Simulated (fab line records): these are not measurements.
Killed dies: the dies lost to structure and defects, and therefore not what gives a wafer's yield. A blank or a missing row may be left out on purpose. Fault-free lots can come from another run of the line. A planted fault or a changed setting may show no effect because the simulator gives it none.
fab line records | flow n5Finfet | part 2 of 2: steps 5 to 6 of 6
record: lots: 21 wafers: 63 lastDay: 17
route steps=1938 shown SD_EPI_P@303 ILD0@343 SDB@361 DUMMY_REMOVAL@378
lots with no fault: from the same line, run without faults
startH: hours from the record's opening day to when the first of the lot's shown wafers began | waitH: hours from the lot's prior step to this one | " as in the row above | L1.1+2: several wafers, shown together as one row | - value missing, or start not given | * or withheld: withheld | < > ~ a bound
route shown NAME@n: a module of which the file shows steps, and the number in the route of the first | usual: mean/standard deviation taken from wafers without a fault | same: alike in all rows | chamber/n: place in a boat | sites: per-site readings | _std_site: their standard deviation | _edge_site: mean of outer sites minus mean of inner sites | radiusMm: for every site, how far away it sits from the centre of the wafer | mask NAME#n: copy n | behind: the last tool/chamber to shape the wafer | hold: why the lot was held/for how many hours/how that ended | device: names the non-switching transistor (n, p or np) | end of line: the route-end tests of the same wafers | a step with no rows: only its recipe | killed: the dies lost at the first sort to structure and to defects; this is not the yield of the wafer | map: the dies of a wafer, with x for killed, . for not killed, _ for no die there
set.NAME: the setting that was run; set.NAME@STEP: the one run at that earlier step | model.NAME: the simulator's own value behind a step, which no gauge read
a sample of lots followed through the steps of the route, with each step as a table and each wafer as a row
services: the hour from which a tool's chamber was out of use, counted from the record's first day as startH (under 0 if before that day), plus the number of hours and why
== steps ==
step: N5_SDB_CMP_30
recipe: stopOn: poly-Si tOverpolishS: 1.54 postCmpClean: alkalineBrush downForcePsi: 4.1491 platenRpm: 51.796 padVelocityMS: 1.0306 targetThkNm: 30
usual: motorCurrentA: 12.6/1.3 overpolishRunS: 1.541/0.0098 timeToEndpointS: 17.5/1.9
columns lot.wafer tool chamber startH waitH motorCurrentA overpolishRunS timeToEndpointS
L075.3 cmp-03 2 78.09 1.4 12.0 1.543 17.6
L075.4 " 0 " " 11.2 1.549 16.0
L075.5 " 2 " " 11.8 1.536 14.7
L076.2 cmp-03 3 80.72 1.5 13.6 1.537 19.1
L076.4 " 0 " " 10.8 1.539 21.3
L076.6 " 2 " " 12.5 1.555 16.6
L078.1 cmp-02 3 98.99 1.4 13.3 1.533 15.3
L078.3 " 1 " " 12.1 1.541 17.3
L078.6 " 3 " " 13.5 1.511 16.9
L079.1 cmp-03 0 101.27 1.4 11.0 1.555 17.3
L079.4 " 1 " " 11.6 1.564 15.9
L079.6 " 1 " " 12.8 1.532 17.6
L080.1 cmp-02 0 104.60 1.5 11.7 1.528 14.4
L080.3 " 1 " " 11.4 1.554 17.2
L080.6 " 2 " " 11.1 1.536 16.2
L081.4 cmp-02 0 110.67 1.5 12.1 1.542 16.7
L081.1 " 1 " " 12.5 1.529 16.1
L081.6 " 3 " " 13.2 1.542 15.9
L082.4 cmp-02 1 117.55 1.4 12.0 1.535 17.8
L082.1 " 3 " " 13.3 1.554 17.0
L082.6 " 0 " " 11.8 1.545 17.4
L083.4 cmp-02 3 121.08 1.4 12.9 1.543 16.4
L083.2 " 0 " " 12.1 1.539 15.8
L083.1 " 2 " " 11.2 1.562 15.6
L084.3 cmp-03 3 129.78 1.5 14.1 1.530 20.5
L084.6 " 0 " " 11.6 1.544 19.2
L084.5 " 1 " " 12.3 1.536 19.1
L086.4 cmp-03 0 141.99 1.4 10.9 1.544 19.5
L086.2 " 1 " " 12.3 1.539 17.1
L086.1 " 2 " " 11.4 1.557 14.5
L087.2 cmp-03 3 147.26 1.5 14.1 1.538 18.6
L087.6 " 1 " " 11.4 1.544 17.8
L087.5 " 2 " " 12.2 1.529 15.7
L088.2 cmp-03 1 157.18 1.5 13.2 1.557 15.0
L088.3 " 2 " " 11.9 1.538 12.0
L088.5 " 3 " " 14.0 1.544 16.4
L089.2 cmp-02 2 158.12 1.4 11.8 1.530 18.9
L089.3 " 1 " " 12.0 1.542 17.6
L089.6 " 2 " " 11.6 1.551 20.0
L090.3 cmp-04 2 164.75 1.4 14.6 1.553 17.3
L090.1 " 1 " " 16.3 1.539 16.7
L090.6 " 2 " " 14.8 1.537 19.1
L091.4 cmp-03 1 169.24 1.4 12.4 1.545 17.8
L091.6 " 1 " " 12.6 1.546 17.8
L091.5 " 2 " " 11.8 1.539 15.0
L092.1 cmp-03 0 178.41 1.4 11.3 1.542 21.7
L092.4 " 2 " " 11.9 1.540 17.5
L092.6 " 0 " " 10.8 1.526 19.7
L093.1 cmp-04 3 182.27 1.5 12.3 1.551 20.0
L093.4 " 0 " " 12.5 1.545 20.2
L093.5 " 2 " " 13.8 1.534 20.1
L094.4 cmp-04 0 192.32 1.4 12.4 1.519 19.5
L094.2 " 2 " " 14.6 1.539 18.8
L094.3 " 3 " " 13.1 1.538 20.9
L095.1 cmp-04 2 198.64 1.4 14.7 1.549 18.5
L095.3 " 3 " " 12.7 1.545 16.8
L095.4 " 0 " " 12.7 1.544 14.8
L096.2 cmp-02 1 206.83 1.4 11.4 1.539 14.7
L096.3 " 2 " " 10.8 1.538 15.5
L096.6 " 1 " " 12.4 1.532 16.2
L097.1 cmp-03 2 207.22 1.4 12.2 1.554 14.8
L097.4 " 3 " " 13.8 1.546 18.4
L097.5 " 3 " " 13.7 1.537 19.4
step: N5_DUMMY_REMOVAL_STRIP_10
recipe: chemistry: N2/H2 timeS: 40 powerW: 100 tempC: 40 pressureMtorr: 100 rfFrequencyHz: 6e+07 biasPowerW: 3 n2FlowSccm: 300 h2FlowSccm: 300
usual: drypumpMotorCurrentA: 5.7/0.59 n2FlowSccm: 300.1/0.96 oesProductAu: 0.77/0.088 rfVppV: 45.5/0.92 showerheadPlenumPTorr: 3.41/0.14 throttleValvePct: 12.23/0.27
columns lot.wafer tool chamber startH waitH drypumpMotorCurrentA n2FlowSccm oesProductAu rfHoursCounterH rfVppV showerheadPlenumPTorr throttleValvePct
L075.3 rieDiel-05 2 78.44 0.0 6.2 298.1 0.74 144 44.6 3.25 12.22
L075.4 " 0 " " 4.7 301.5 0.95 5 44.1 3.31 11.81
L075.5 " 0 " " 4.7 302.1 0.96 - 45.4 3.31 11.80
L076.2 rieDiel-03 0 81.14 0.0 5.4 301.4 0.72 197 45.0 3.48 12.29
L076.4 " 1 " " 5.5 298.9 0.75 155 45.1 3.50 12.09
L076.6 " 3 " " 5.3 299.1 0.79 - 44.8 3.15 11.98
L078.1 rieDiel-05 0 99.34 0.0 4.7 299.8 0.94 12 45.1 3.31 11.81
L078.3 " 3 " " 6.8 299.8 0.79 118 46.7 3.27 12.16
L078.6 " 1 " " 6.0 301.3 0.69 - 45.0 3.35 12.70
L079.1 rieDiel-03 3 101.66 0.0 5.2 300.8 0.79 98 44.3 3.15 11.99
L079.4 " 3 " " 5.2 301.1 0.79 - 44.5 3.15 11.99
L079.6 " 0 " " 5.4 300.0 0.73 - 47.0 3.47 12.30
L080.1 rieDiel-01 0 104.91 0.0 6.0 299.8 0.69 226 44.6 3.48 12.47
L080.3 " 1 " " 5.8 301.0 0.98 6 46.8 3.59 11.79
L080.6 " 2 " " 6.4 300.1 0.75 - 46.0 3.51 12.57
L081.1 rieDiel-01 2 110.99 0.0 6.3 300.1 0.76 159 44.8 3.51 12.57
L081.4 " 0 " " 6.0 299.4 0.69 227 47.0 3.48 12.47
L081.6 " 2 " " 6.3 299.9 0.75 - 46.1 3.51 12.57
L082.1 rieDiel-01 3 117.92 0.0 4.9 299.9 0.68 231 47.0 3.47 12.30
L082.4 " 1 " " 5.8 300.3 0.96 10 46.2 3.59 11.79
L082.6 " 3 " " 4.9 300.7 0.68 - 46.4 3.47 12.30
L083.1 rieDiel-01 3 121.47 0.0 4.9 299.5 0.69 232 44.0 3.47 12.31
L083.2 " 1 " " 5.8 300.9 0.97 12 46.2 3.59 11.80
L083.4 " 0 " " 6.0 301.1 0.69 232 46.9 3.48 12.49
L084.3 rieDiel-01 2 130.06 0.0 6.4 299.0 0.76 165 46.9 3.51 12.59
L084.5 " 1 " " 5.8 300.2 0.94 - 46.4 3.59 11.79
L084.6 " 0 " " 6.0 298.6 0.69 - 45.9 3.48 12.49
L086.1 rieDiel-01 2 142.38 0.0 6.4 300.0 0.75 170 45.4 3.51 12.62
L086.2 " 0 " " 6.0 299.4 0.69 239 43.9 3.47 12.51
L086.4 " 3 " " 4.9 299.1 0.67 239 46.6 3.47 12.34
L087.2 rieDiel-05 2 147.71 0.0 6.2 298.2 0.73 163 44.5 3.24 12.30
L087.5 " 2 " " 6.2 299.1 0.72 - 45.7 3.24 12.28
L087.6 " 3 " " 6.8 300.1 0.78 - 47.2 3.26 12.21
L088.2 rieDiel-01 1 157.61 0.0 5.8 299.6 0.93 23 45.5 3.58 11.81
L088.3 " 0 " " 6.0 301.8 0.68 244 45.1 3.47 12.50
L088.5 " 3 " " 4.9 298.5 0.67 - 45.7 3.47 12.32
L089.2 rieDiel-03 0 158.51 0.0 5.4 299.5 0.71 223 45.5 3.46 12.34
L089.3 " 1 " " 5.5 301.7 0.74 168 45.6 3.50 12.13
L089.6 " 1 " " 5.5 302.5 0.75 - 45.4 3.50 12.16
L090.1 rieDiel-05 0 165.14 0.0 4.7 299.0 0.88 34 44.9 3.30 11.87
L090.3 " 1 " " 6.0 299.8 0.68 246 45.5 3.34 12.76
L090.6 " 1 " " 6.0 300.9 0.68 - 45.8 3.34 12.75
L091.4 rieDiel-03 2 169.63 0.0 5.2 300.2 0.74 148 47.0 3.51 12.11
L091.5 " 3 " " 5.3 300.4 0.77 - 43.7 3.14 12.05
L091.6 " 0 " " 5.4 301.5 0.70 - 45.8 3.46 12.34
L092.1 rieDiel-03 0 178.80 0.0 5.4 299.4 0.70 228 46.4 3.46 12.34
L092.4 " 1 " " 5.5 299.6 0.74 174 46.6 3.49 12.16
L092.6 " 2 " " 5.2 299.5 0.75 - 45.2 3.51 12.12
L093.1 rieDiel-01 1 182.58 0.0 5.8 300.6 0.92 31 44.3 3.58 11.85
L093.4 " 1 " " 5.8 300.1 0.92 - 46.0 3.58 11.85
L093.5 " 2 " " 6.3 300.9 0.74 - 44.4 3.50 12.63
L094.2 rieDiel-05 0 192.71 0.0 4.7 300.6 0.88 43 45.5 3.29 11.92
L094.3 " 2 " " 6.2 298.9 0.72 178 44.4 3.23 12.32
L094.4 " 2 " " 6.2 299.6 0.70 - 46.2 3.23 12.31
L095.1 rieDiel-05 0 199.08 0.0 4.7 301.8 0.87 45 46.4 3.29 11.91
L095.3 " 2 " " 6.2 300.5 0.71 180 44.7 3.23 12.32
L095.4 " 3 " " 6.8 302.3 0.77 - 44.8 3.25 12.25
L096.2 rieDiel-01 2 207.21 0.0 6.4 300.2 0.73 193 44.9 3.49 12.66
L096.3 " 1 " " 5.8 300.2 0.90 40 46.3 3.57 11.87
L096.6 " 1 " " 5.8 299.2 0.90 - 45.1 3.57 11.87
L097.1 rieDiel-03 2 207.61 0.0 5.2 300.7 0.74 159 44.7 3.50 12.15
L097.4 " 3 " " 5.2 300.5 0.75 132 44.4 3.13 12.07
L097.5 " 2 " " 5.2 300.6 0.74 - 45.4 3.50 12.14
== services ==
columns tool chamber startH hours kind
cmp-03 - 38.87 1.4 repair
aldSin-01 - 41.34 4.3 pm
aldSin-01 0 46.17 8.2 repair
rieDiel-05 - 61.15 0.7 repair
rieDiel-05 - 76.88 0.9 repair
cmp-02 - 80.47 1.9 repair
aldSin-02 3 85.14 14.9 repair
aldSin-01 - 85.25 14.0 pm
cmp-02 - 94.66 1.1 repair
rieDiel-03 1 95.95 26.3 repair
rieDiel-04 0 96.47 9.4 repair
rieDiel-04 1 108.49 18.2 repair
rieDiel-05 2 110.34 6.6 repair
cmp-02 - 113.38 1.9 repair
cmp-02 - 119.91 0.9 repair
aldSin-01 1 125.40 1.6 repair
rieDiel-05 - 125.78 2.8 pm
rieDiel-01 3 132.83 3.4 repair
rieDiel-03 - 137.82 2.8 pm
rieDiel-06 2 154.30 2.7 repair
aldSin-01 0 165.18 1.3 repair
rieDiel-01 0 171.33 5.5 repair
cmp-03 - 188.55 3.8 pm
rieDiel-01 - 202.49 2.8 pm
